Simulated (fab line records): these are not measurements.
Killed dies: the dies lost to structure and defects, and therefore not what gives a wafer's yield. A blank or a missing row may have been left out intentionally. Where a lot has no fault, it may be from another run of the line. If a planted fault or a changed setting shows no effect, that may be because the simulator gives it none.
fab line records || flow n5Finfet
[record] {"lots": 4, "wafers": 12, "lastDay": 17}
route steps=1938 shown BEOL_M11@1592 BEOL_M12@1602 PASSIVATION@1936
lots that met no fault: from a run of the same line without faults
startH: start of the lot's first displayed wafer, in hours after the record's first day || waitH: hours elapsed since this lot's preceding step || " repeats the value in the row above || L1.1+2: several wafers, shown together as one row || - no value, or no start given || * or withheld: withheld || < > ~ a bound
route shown NAME@n: NAME is a module with steps in the file, n the number in the route of the first one || usual: average and standard deviation across the fault-free wafers || same: alike in all rows || chamber/n: place in a boat || sites: per-site readings || _std_site: the standard deviation of these || _edge_site: outer sites' mean less inner sites' || radiusMm: for every site, how far away it sits from the centre of the wafer || mask NAME#n: copy n || behind: the last tool/chamber to shape the wafer || hold: the reason the lot was held/the length of the hold in hours/how it ended || device: which transistor (n, p or np) failed to switch || end of line: the same wafers' tests at the end of the route || for a step that has no rows: nothing shown but its recipe || killed: the dies lost at the first sort to structure and to defects; this is not the yield of the wafer || map: dies across one wafer; x = killed, . = not, _ = none there
set.NAME: the run value of the setting; set.NAME@STEP: its run value at that earlier step || model.NAME: the simulator's own value behind a step, which no gauge read
lots at some steps of the route; a table a step, a row a wafer
services: from which hour (startH, from the record's first day; less than 0 if before it) a tool's chamber was out of use, for how many hours, and why
[[steps]]
[step N5_BEOL_M11_CVD_75]
[recipe] {"material": "Co", "targetThkA": 20, "tempC": "withheld", "precursor": "CCTBA/H2", "pressureTorr": 30, "timeS": 138.9}
[step N5_BEOL_M11_SPUTTER_48]
[recipe] {"material": "Cu", "targetThkA": 120, "tempC": -20, "biasV": 60, "powerW": 26000, "chamberPressurePa": 0.13, "timeS": 2}
[step N5_BEOL_M11_ECD_50]
[recipe] {"material": "Cu", "targetThkA": 3180}
[step N5_BEOL_M11_ANNEAL_51]
[recipe] {"tempC": 225, "timeS": 90, "ambient": "N2"}
[step N5_BEOL_M11_CMP_52]
[recipe] {"stopOn": "SiCOH_lowk", "tOverpolishS": 7, "downForcePsi": 1, "platenRpm": 50, "clearingPlatenDownForcePsi": 1.5, "clearingPlatenRpm": 50, "postCmpClean": "cuAlkaline", "targetThkNm": 140, "clearingPlatenPadVelocityMS": 0.99484, "padVelocityMS": 0.99484}
[step N5_BEOL_M11_PRE_CLEAN_55]
[recipe] {"gas": "NH3", "timeS": 15, "tempC": "withheld", "rfPowerW": 300}
[step N5_BEOL_M11_DEP_56]
[recipe] {"material": "SiCN", "targetThkA": 300, "tempC": "withheld", "precursor": "3MS/NH3", "pressureTorr": 3, "rfW": 675, "timeS": 10.5}
[step N5_BEOL_M12_ILD_DEP_00]
[recipe] {"material": "SiOC", "targetThkA": 6589.2, "tempC": 350, "precursor": "DEMS/O2", "pressureTorr": 5, "rfW": 500, "timeS": 130.7}
[step N5_BEOL_M12_COAT_58]
[recipe] {"resist": "BARC", "tempC": 205, "timeS": 60, "spinRpm": 1500, "resistThkNm": 89}
[usual] {"chillPlateTempC": "22.99/0.1", "plateTempC": "205.00/0.16", "spinSpeedRpm": "1500.1/1"}
{"lot.wafer": "L945.1", "tool": "lithoTrack-05", "chamber": 0, "startH": 263.43, "waitH": 0.0, "chillPlateTempC": 22.82, "plateTempC": 205.19, "spinSpeedRpm": 1500.8, "model.BARC_of_BEOL_M12_COAT_58.thkNm": 88.8}
{"lot.wafer": "L945.3", "tool": "lithoTrack-05", "chamber": 0, "startH": 263.43, "waitH": 0.0, "chillPlateTempC": 22.85, "plateTempC": 205.05, "spinSpeedRpm": 1498.8, "model.BARC_of_BEOL_M12_COAT_58.thkNm": 88.8}
{"lot.wafer": "L945.5", "tool": "lithoTrack-05", "chamber": 0, "startH": 263.43, "waitH": 0.0, "chillPlateTempC": 22.78, "plateTempC": 205.04, "spinSpeedRpm": 1500.1, "model.BARC_of_BEOL_M12_COAT_58.thkNm": 88.6}
{"lot.wafer": "L952.3", "tool": "lithoTrack-05", "chamber": 0, "startH": 287.31, "waitH": 0.0, "chillPlateTempC": 22.77, "plateTempC": 205.11, "spinSpeedRpm": 1719.1, "model.BARC_of_BEOL_M12_COAT_58.thkNm": 83.4}
{"lot.wafer": "L952.5", "tool": "lithoTrack-05", "chamber": 0, "startH": 287.31, "waitH": 0.0, "chillPlateTempC": 22.82, "plateTempC": 205.04, "spinSpeedRpm": 1721.5, "model.BARC_of_BEOL_M12_COAT_58.thkNm": 83.4}
{"lot.wafer": "L952.6", "tool": "lithoTrack-05", "chamber": 0, "startH": 287.31, "waitH": 0.0, "chillPlateTempC": 23.00, "plateTempC": 204.93, "spinSpeedRpm": 1720.0, "model.BARC_of_BEOL_M12_COAT_58.thkNm": 83.2}
{"lot.wafer": "L953.3", "tool": "lithoTrack-05", "chamber": 0, "startH": 302.87, "waitH": 0.0, "chillPlateTempC": 23.28, "plateTempC": 205.10, "spinSpeedRpm": 1719.5, "model.BARC_of_BEOL_M12_COAT_58.thkNm": 83.2}
{"lot.wafer": "L953.5", "tool": "lithoTrack-05", "chamber": 0, "startH": 302.87, "waitH": 0.0, "chillPlateTempC": 23.12, "plateTempC": 205.03, "spinSpeedRpm": 1718.7, "model.BARC_of_BEOL_M12_COAT_58.thkNm": 83.2}
{"lot.wafer": "L953.6", "tool": "lithoTrack-05", "chamber": 0, "startH": 302.87, "waitH": 0.0, "chillPlateTempC": 22.96, "plateTempC": 205.00, "spinSpeedRpm": 1720.5, "model.BARC_of_BEOL_M12_COAT_58.thkNm": 83.2}
{"lot.wafer": "L960.2", "tool": "lithoTrack-04", "chamber": 0, "startH": 359.44, "waitH": 0.0, "chillPlateTempC": 22.99, "plateTempC": 205.14, "spinSpeedRpm": 1500.7, "model.BARC_of_BEOL_M12_COAT_58.thkNm": 89.2}
{"lot.wafer": "L960.3", "tool": "lithoTrack-04", "chamber": 0, "startH": 359.44, "waitH": 0.0, "chillPlateTempC": 22.94, "plateTempC": 205.02, "spinSpeedRpm": 1499.7, "model.BARC_of_BEOL_M12_COAT_58.thkNm": 89}
{"lot.wafer": "L960.6", "tool": "lithoTrack-04", "chamber": 0, "startH": 359.44, "waitH": 0.0, "chillPlateTempC": 23.12, "plateTempC": 205.01, "spinSpeedRpm": 1499.6, "model.BARC_of_BEOL_M12_COAT_58.thkNm": 89.4}
[step N5_BEOL_M12_COAT_04]
[recipe] {"spinRpm": 1625, "resistThkNm": 400}
[step N5_BEOL_M12_EBR_06]
[recipe] {"solvent": "PGMEA", "ebrWidthMm": 1.5}
[step N5_BEOL_M12_SOFTBAKE_05]
[recipe] {"tempC": 130, "timeS": 60}
[step N5_BEOL_M12_EXPOSE_07]
[recipe] {"maskId": "V11", "na": 0.93, "sourceShape": "conventional", "sigmaOuter": 0.6, "polarization": "unpolarized", "attpsmPhaseDeg": 180, "doseMj": 32.5}
[step N5_BEOL_M12_PEB_08]
[recipe] {"pebTempC": 130, "pebTimeS": 90}
[step N5_BEOL_M12_DEVELOP_09]
[recipe] {"developTimeS": 45, "rinseLiquid": "diw", "dry": "airSpin", "devTempC": 21}
[step N5_BEOL_M12_HARDBAKE_14]
[recipe] {"tempC": 130, "timeS": 120}
[step N5_BEOL_M12_DESCUM_15]
[recipe] {"chemistry": "O2", "timeS": 7.9, "sourcePowerW": 50, "biasPowerW": 20, "pressureMtorr": 20, "rfFrequencyHz": 2.712e+07, "tempC": 40, "o2FlowSccm": 225}
[step N5_BEOL_M12_ETCH_59]
[recipe] {"chemistry": "N2/H2", "target": "BARC", "targetDepthA": 890, "overetchA": 267, "timeS": 67.9, "ionEnergyEv": 200, "pressureMtorr": 30, "sourceW": 840, "biasW": 150, "n2FlowSccm": 200, "h2FlowSccm": 200}
[usual] {"drypumpMotorCurrentA": "5.5/0.53", "n2FlowSccm": "200.0/0.55", "oesProductAu": "0.67/0.05", "rfVppV": "525.3/2.6", "showerheadPlenumPTorr": "2.60/0.09", "throttleValvePct": "18.03/0.089"}
{"lot.wafer": "L945.1", "tool": "rieDiel-05", "chamber": 2, "startH": 263.83, "waitH": 0.0, "drypumpMotorCurrentA": 5.6, "n2FlowSccm": 200.7, "oesProductAu": 0.70, "rfHoursCounterH": 79, "rfVppV": 526.9, "showerheadPlenumPTorr": 2.70, "throttleValvePct": 17.99, "model.etch.depthNm": 88.84}
{"lot.wafer": "L945.3", "tool": "rieDiel-05", "chamber": 0, "startH": 263.83, "waitH": 0.0, "drypumpMotorCurrentA": 6.1, "n2FlowSccm": 199.7, "oesProductAu": 0.68, "rfHoursCounterH": 106, "rfVppV": 522.0, "showerheadPlenumPTorr": 2.45, "throttleValvePct": 18.03, "model.etch.depthNm": 88.8}
{"lot.wafer": "L945.5", "tool": "rieDiel-05", "chamber": 1, "startH": 263.83, "waitH": 0.0, "drypumpMotorCurrentA": 5.6, "n2FlowSccm": 200.0, "oesProductAu": 0.69, "rfHoursCounterH": "-", "rfVppV": 521.9, "showerheadPlenumPTorr": 2.47, "throttleValvePct": 18.08, "model.etch.depthNm": 88.66}
{"lot.wafer": "L952.3", "tool": "rieDiel-05", "chamber": 2, "startH": 287.70, "waitH": 0.0, "drypumpMotorCurrentA": 5.6, "n2FlowSccm": 198.5, "oesProductAu": 0.66, "rfHoursCounterH": 90, "rfVppV": 526.7, "showerheadPlenumPTorr": 2.69, "throttleValvePct": 18.00, "model.etch.depthNm": 83.41}
{"lot.wafer": "L952.5", "tool": "rieDiel-05", "chamber": 2, "startH": 287.70, "waitH": 0.0, "drypumpMotorCurrentA": 5.6, "n2FlowSccm": 199.3, "oesProductAu": 0.67, "rfHoursCounterH": "-", "rfVppV": 528.6, "showerheadPlenumPTorr": 2.69, "throttleValvePct": 18.01, "model.etch.depthNm": 83.49}
{"lot.wafer": "L952.6", "tool": "rieDiel-05", "chamber": 3, "startH": 287.70, "waitH": 0.0, "drypumpMotorCurrentA": 4.6, "n2FlowSccm": 199.6, "oesProductAu": 0.66, "rfHoursCounterH": "-", "rfVppV": 527.1, "showerheadPlenumPTorr": 2.67, "throttleValvePct": 17.95, "model.etch.depthNm": 83.21}
{"lot.wafer": "L953.3", "tool": "rieDiel-01", "chamber": 2, "startH": 303.32, "waitH": 0.0, "drypumpMotorCurrentA": 4.9, "n2FlowSccm": 200.8, "oesProductAu": 0.58, "rfHoursCounterH": 219, "rfVppV": 525.6, "showerheadPlenumPTorr": 2.60, "throttleValvePct": 18.06, "model.etch.depthNm": 83.3}
{"lot.wafer": "L953.5", "tool": "rieDiel-01", "chamber": 2, "startH": 303.32, "waitH": 0.0, "drypumpMotorCurrentA": 5.0, "n2FlowSccm": 200.2, "oesProductAu": 0.58, "rfHoursCounterH": "-", "rfVppV": 523.7, "showerheadPlenumPTorr": 2.60, "throttleValvePct": 18.04, "model.etch.depthNm": 83.26}
{"lot.wafer": "L953.6", "tool": "rieDiel-01", "chamber": 3, "startH": 303.32, "waitH": 0.0, "drypumpMotorCurrentA": 5.4, "n2FlowSccm": 199.5, "oesProductAu": 0.57, "rfHoursCounterH": "-", "rfVppV": 524.9, "showerheadPlenumPTorr": 2.61, "throttleValvePct": 17.96, "model.etch.depthNm": 83.3}
{"lot.wafer": "L960.2", "tool": "rieDiel-03", "chamber": 3, "startH": 359.83, "waitH": 0.0, "drypumpMotorCurrentA": 6.3, "n2FlowSccm": 200.6, "oesProductAu": 0.75, "rfHoursCounterH": 47, "rfVppV": 528.0, "showerheadPlenumPTorr": 2.71, "throttleValvePct": 17.90, "model.etch.depthNm": 89.12}
{"lot.wafer": "L960.3", "tool": "rieDiel-03", "chamber": 0, "startH": 359.83, "waitH": 0.0, "drypumpMotorCurrentA": 5.7, "n2FlowSccm": 199.5, "oesProductAu": 0.60, "rfHoursCounterH": 211, "rfVppV": 525.5, "showerheadPlenumPTorr": 2.63, "throttleValvePct": 18.11, "model.etch.depthNm": 89.05}
{"lot.wafer": "L960.6", "tool": "rieDiel-03", "chamber": 0, "startH": 359.83, "waitH": 0.0, "drypumpMotorCurrentA": 5.7, "n2FlowSccm": 199.8, "oesProductAu": 0.60, "rfHoursCounterH": "-", "rfVppV": 525.2, "showerheadPlenumPTorr": 2.63, "throttleValvePct": 18.12, "model.etch.depthNm": 89.38}
[step N5_BEOL_M12_VIA_ETCH_16]
[recipe] {"chemistry": "C4F8/O2/Ar", "target": "SiOC", "pressureMtorr": 30, "sourceW": 3000, "biasW": 700, "Ar_flow_sccm": 400, "C4F8_flow_sccm": 15, "O2_flow_sccm": 8, "heInnerTorr": 15, "heOuterTorr": 30, "targetDepthA": 7248, "timeS": "withheld", "ionEnergyEv": 250, "ends": "cleared"}
[step N5_BEOL_M12_STRIP_63]
[recipe] {"chemistry": "N2/H2", "powerW": 1000, "tempC": 250, "h2Frac": 0.65, "overashFraction": 0.3, "pressureMtorr": 1000, "n2FlowSccm": 1750, "h2FlowSccm": 3250}
[step N5_BEOL_M12_STRIP_64]
[recipe] {"chemistry": "N2/H2", "powerW": 1000, "tempC": 250, "h2Frac": 0.65, "overashFraction": 0.3, "pressureMtorr": "withheld", "n2FlowSccm": 1750, "h2FlowSccm": 3250}
[usual] {"drypumpMotorCurrentA": "5.8/0.42", "heaterPowerW": "356/44", "n2FlowSccm": "1750/4.6", "oesProductAu": "0.715/0.0052", "stripTimeToEndpointS": "31.35/0.065"}
{"lot.wafer": "L945.1", "tool": "plasmaAsher-01", "chamber": 1, "startH": 264.14, "waitH": 0.0, "drypumpMotorCurrentA": 6.0, "heaterPowerW": 345, "n2FlowSccm": 1746, "oesProductAu": 0.714, "rfHoursCounterH": 125, "stripTimeToEndpointS": 31.26}
{"lot.wafer": "L945.3", "tool": "plasmaAsher-01", "chamber": 0, "startH": 264.14, "waitH": 0.0, "drypumpMotorCurrentA": 5.7, "heaterPowerW": 284, "n2FlowSccm": 1753, "oesProductAu": 0.721, "rfHoursCounterH": "-", "stripTimeToEndpointS": 31.25}
{"lot.wafer": "L945.5", "tool": "plasmaAsher-01", "chamber": 1, "startH": 264.14, "waitH": 0.0, "drypumpMotorCurrentA": 6.0, "heaterPowerW": 345, "n2FlowSccm": 1747, "oesProductAu": 0.715, "rfHoursCounterH": "-", "stripTimeToEndpointS": 31.22}
{"lot.wafer": "L952.3", "tool": "plasmaAsher-02", "chamber": 1, "startH": 288.03, "waitH": 0.0, "drypumpMotorCurrentA": 5.2, "heaterPowerW": 390, "n2FlowSccm": 1747, "oesProductAu": 0.715, "rfHoursCounterH": "-", "stripTimeToEndpointS": 29.72}
{"lot.wafer": "L952.5", "tool": "plasmaAsher-02", "chamber": 0, "startH": 288.03, "waitH": 0.0, "drypumpMotorCurrentA": 6.3, "heaterPowerW": 409, "n2FlowSccm": 1747, "oesProductAu": 0.717, "rfHoursCounterH": "-", "stripTimeToEndpointS": 29.72}
{"lot.wafer": "L952.6", "tool": "plasmaAsher-02", "chamber": 1, "startH": 288.03, "waitH": 0.0, "drypumpMotorCurrentA": 5.2, "heaterPowerW": 396, "n2FlowSccm": 1747, "oesProductAu": 0.710, "rfHoursCounterH": "-", "stripTimeToEndpointS": 29.66}
{"lot.wafer": "L953.3", "tool": "plasmaAsher-02", "chamber": 0, "startH": 303.65, "waitH": 0.0, "drypumpMotorCurrentA": 6.3, "heaterPowerW": 402, "n2FlowSccm": 1749, "oesProductAu": 0.719, "rfHoursCounterH": "-", "stripTimeToEndpointS": 29.67}
{"lot.wafer": "L953.5", "tool": "plasmaAsher-02", "chamber": 1, "startH": 303.65, "waitH": 0.0, "drypumpMotorCurrentA": 5.2, "heaterPowerW": 393, "n2FlowSccm": 1757, "oesProductAu": 0.708, "rfHoursCounterH": "-", "stripTimeToEndpointS": 29.65}
{"lot.wafer": "L953.6", "tool": "plasmaAsher-02", "chamber": 0, "startH": 303.65, "waitH": 0.0, "drypumpMotorCurrentA": 6.3, "heaterPowerW": 386, "n2FlowSccm": 1753, "oesProductAu": 0.721, "rfHoursCounterH": "-", "stripTimeToEndpointS": 29.67}
{"lot.wafer": "L960.2", "tool": "plasmaAsher-02", "chamber": 0, "startH": 360.14, "waitH": 0.0, "drypumpMotorCurrentA": 6.3, "heaterPowerW": 405, "n2FlowSccm": 1755, "oesProductAu": 0.713, "rfHoursCounterH": 94, "stripTimeToEndpointS": 31.36}
{"lot.wafer": "L960.3", "tool": "plasmaAsher-02", "chamber": 1, "startH": 360.14, "waitH": 0.0, "drypumpMotorCurrentA": 5.2, "heaterPowerW": 387, "n2FlowSccm": 1750, "oesProductAu": 0.711, "rfHoursCounterH": "-", "stripTimeToEndpointS": 31.32}
{"lot.wafer": "L960.6", "tool": "plasmaAsher-02", "chamber": 1, "startH": 360.14, "waitH": 0.0, "drypumpMotorCurrentA": 5.2, "heaterPowerW": 384, "n2FlowSccm": 1750, "oesProductAu": 0.728, "rfHoursCounterH": "-", "stripTimeToEndpointS": 31.43}
[step N5_BEOL_M12_STRIP_71]
[recipe] {"chemistry": "postEtchResidueRemover", "timeS": 60, "tempC": 25, "removerPh": "withheld", "removerWaterWtPct": "withheld", "removerFluorideWtPct": "withheld"}
[step N5_PASSIVATION_PROBE_49]
[usual] {"defectLimitedYield": "91.7/1.5", "killed_at_M0_to_M3": "32/10", "killed_at_M4_up": "14/5.3", "killedAtContacts": "13/5.7", "killedAtFrontEnd": "37/10", "killedAtOther": "3.3/2.5", "killedDies": "98/18", "killedOpen": "65/13", "killedShort": "31/7.5", "sort_bin_5_function": "4.9/0.91", "sort_bin_6_memory": "3.1/0.71", "sortNPass": "1082/18", "sortYieldPct": "91.7/1.5"}
[same] {"grossDies": 1180, "killedAtBackSide": 0, "sort_bin_4_leakage[%]": 0, "sort_bin_8_speed[%]": 0}
{"lot.wafer": "L952.3", "tool": "prober-01", "chamber": "-", "startH": 333.05, "waitH": 0.1, "defectLimitedYield[%]": 95.1, "killed_at_M0_to_M3": 17, "killed_at_M4_up": 3, "killedAtContacts": 10, "killedAtFrontEnd": 28, "killedAtOther": 0, "killedDies": 58, "killedOpen": 36, "killedShort": 22, "sort_bin_5_function[%]": 2.6, "sort_bin_6_memory[%]": 2.2, "sortNPass": 1122, "sortYieldPct[%]": 95.1}
{"lot.wafer": "L952.5", "tool": "prober-01", "chamber": "-", "startH": 333.15, "waitH": 0.2, "defectLimitedYield[%]": 92.1, "killed_at_M0_to_M3": 41, "killed_at_M4_up": 15, "killedAtContacts": 12, "killedAtFrontEnd": 23, "killedAtOther": 2, "killedDies": 93, "killedOpen": 70, "killedShort": 23, "sort_bin_5_function[%]": 5.3, "sort_bin_6_memory[%]": 2.5, "sortNPass": 1087, "sortYieldPct[%]": 92.1}
{"lot.wafer": "L952.6", "tool": "prober-01", "chamber": "-", "startH": 333.20, "waitH": 0.3, "defectLimitedYield[%]": 90.5, "killed_at_M0_to_M3": 42, "killed_at_M4_up": 12, "killedAtContacts": 13, "killedAtFrontEnd": 40, "killedAtOther": 5, "killedDies": 112, "killedOpen": 69, "killedShort": 40, "sort_bin_5_function[%]": 5.6, "sort_bin_6_memory[%]": 3.3, "sortNPass": 1068, "sortYieldPct[%]": 90.5}
{"lot.wafer": "L953.3", "tool": "prober-01", "chamber": "-", "startH": 342.19, "waitH": 0.1, "defectLimitedYield[%]": 92.4, "killed_at_M0_to_M3": 34, "killed_at_M4_up": 11, "killedAtContacts": 9, "killedAtFrontEnd": 34, "killedAtOther": 2, "killedDies": 90, "killedOpen": 57, "killedShort": 33, "sort_bin_5_function[%]": 4.8, "sort_bin_6_memory[%]": 2.6, "sortNPass": 1090, "sortYieldPct[%]": 92.4}
{"lot.wafer": "L953.5", "tool": "prober-01", "chamber": "-", "startH": 342.29, "waitH": 0.2, "defectLimitedYield[%]": 90.3, "killed_at_M0_to_M3": 62, "killed_at_M4_up": 14, "killedAtContacts": 13, "killedAtFrontEnd": 24, "killedAtOther": 2, "killedDies": 115, "killedOpen": 70, "killedShort": 45, "sort_bin_5_function[%]": 4.9, "sort_bin_6_memory[%]": 4.6, "sortNPass": 1065, "sortYieldPct[%]": 90.3}
{"lot.wafer": "L953.6", "tool": "prober-01", "chamber": "-", "startH": 342.34, "waitH": 0.3, "defectLimitedYield[%]": 92.3, "killed_at_M0_to_M3": 27, "killed_at_M4_up": 18, "killedAtContacts": 10, "killedAtFrontEnd": 35, "killedAtOther": 1, "killedDies": 91, "killedOpen": 54, "killedShort": 36, "sort_bin_5_function[%]": 4.6, "sort_bin_6_memory[%]": 2.9, "sortNPass": 1089, "sortYieldPct[%]": 92.3}
{"lot.wafer": "L960.2", "tool": "prober-01", "chamber": "-", "startH": 397.55, "waitH": 0.1, "defectLimitedYield[%]": 91.4, "killed_at_M0_to_M3": 37, "killed_at_M4_up": 14, "killedAtContacts": 16, "killedAtFrontEnd": 33, "killedAtOther": 1, "killedDies": 101, "killedOpen": 68, "killedShort": 30, "sort_bin_5_function[%]": 4.7, "sort_bin_6_memory[%]": 3.6, "sortNPass": 1079, "sortYieldPct[%]": 91.4}
// killed by level:class
L952.3 MOL_CONTACT_COAG:geometricParticle:open=8 FIN_SAQP:geometricParticle:short=5 STI_FIN_REVEAL:geometricParticle:open=5 BEOL_M3:geometricParticle:open=5 BEOL_M0_SAQP:geometricParticle:short=4 STARTING-WAFER:geometricParticle:short=4 GATE_CUT:geometricParticle:open=3 FIN_SAQP:geometricParticle:open=2
L952.5 MOL_CONTACT_COAG:geometricParticle:open=11 BEOL_M0_SAQP:geometricParticle:open=11 BEOL_M4:geometricParticle:open=9 STI_FIN_REVEAL:geometricParticle:open=7 BEOL_M0_SAQP:geometricParticle:short=6 BEOL_M2:geometricParticle:open=6 BEOL_M3:geometricParticle:open=6 BEOL_M2:geometricParticle:short=5
L952.6 BEOL_M2:geometricParticle:open=17 MOL_CONTACT_COAG:geometricParticle:open=11 FIN_SAQP:geometricParticle:short=9 BEOL_M4:geometricParticle:open=8 STI_FIN_REVEAL:geometricParticle:open=7 BEOL_M0_SAQP:geometricParticle:short=7 STI_FIN_REVEAL:geometricParticle:short=6 BEOL_M0_SAQP:geometricParticle:open=6
L953.3 FIN_SAQP:geometricParticle:open=14 MOL_CONTACT_COAG:geometricParticle:open=9 BEOL_M0_SAQP:geometricParticle:short=7 BEOL_M0_SAQP:geometricParticle:open=6 BEOL_M3:geometricParticle:short=5 FIN_SAQP:geometricParticle:short=4 BEOL_M1:geometricParticle:open=4 BEOL_M2:geometricParticle:open=4
L953.5 BEOL_M0_SAQP:geometricParticle:short=17 BEOL_M0_SAQP:geometricParticle:open=17 MOL_CONTACT_COAG:geometricParticle:open=10 BEOL_M3:geometricParticle:short=9 STI_FIN_REVEAL:geometricParticle:open=7 BEOL_M2:geometricParticle:open=5 BEOL_M3:geometricParticle:open=5 BEOL_M4:geometricParticle:open=5
L953.6 FIN_SAQP:geometricParticle:short=11 FIN_SAQP:geometricParticle:open=9 MOL_CONTACT_COAG:geometricParticle:open=5 MOL_CONTACT_COAG:geometricParticle:short=5 BEOL_M0_SAQP:geometricParticle:open=5 BEOL_M1:geometricParticle:open=5 BEOL_M2:geometricParticle:open=5 BEOL_M3:geometricParticle:short=4
L960.2 MOL_CONTACT_COAG:geometricParticle:open=11 STI_FIN_REVEAL:geometricParticle:open=10 BEOL_M0_SAQP:geometricParticle:short=10 FIN_SAQP:geometricParticle:open=9 BEOL_M0_SAQP:geometricParticle:open=7 BEOL_M2:geometricParticle:open=6 BEOL_M3:geometricParticle:open=6 BEOL_M4:geometricParticle:open=6
[[services]]
{"tool": "rieDiel-01", "chamber": 1, "startH": 263.76, "hours": 3.0, "kind": "repair"}
{"tool": "rieDiel-05", "chamber": 1, "startH": 270.84, "hours": 14.1, "kind": "repair"}
{"tool": "rieDiel-01", "chamber": "-", "startH": 322.39, "hours": 0.2, "kind": "repair"}
{"tool": "rieDiel-03", "chamber": 1, "startH": 336.08, "hours": 13.1, "kind": "repair"}
[[key]]
[firstSign] {"step": "N5_BEOL_M12_COAT_58", "reading": "spinSpeedRpm", "direction": "up", "sigmas": "99+", "usual": "*", "struck": "*"}
[effect] {"step": "N5_BEOL_M12_STRIP_64", "reading": "stripTimeToEndpointS", "direction": "down", "sigmas": 25, "usual": "*", "struck": "*"}
[modelEffect] {"step": "N5_BEOL_M12_COAT_58", "value": "BARC_of_BEOL_M12_COAT_58.thkNm", "without": 89.27, "struck": 83.27}
[modelEffect] {"step": "N5_BEOL_M12_ETCH_59", "value": "etch.depthNm", "without": 89.23, "struck": 83.33}
metAt N5_BEOL_M12_COAT_58
struckWafers L952.3,L952.5,L952.6,L953.3,L953.5,L953.6
onsetBetween 263.43 287.31
[fault] {"kind": "processParameterDrift", "tool": "lithoTrack-05", "chamber": "-", "onsetH": 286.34, "steps": "N5_BEOL_M12_COAT_58", "channel": "spinRpm", "offset": "*", "shape": "step", "endH": 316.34, "actsIn": "*", "stated": "*"}
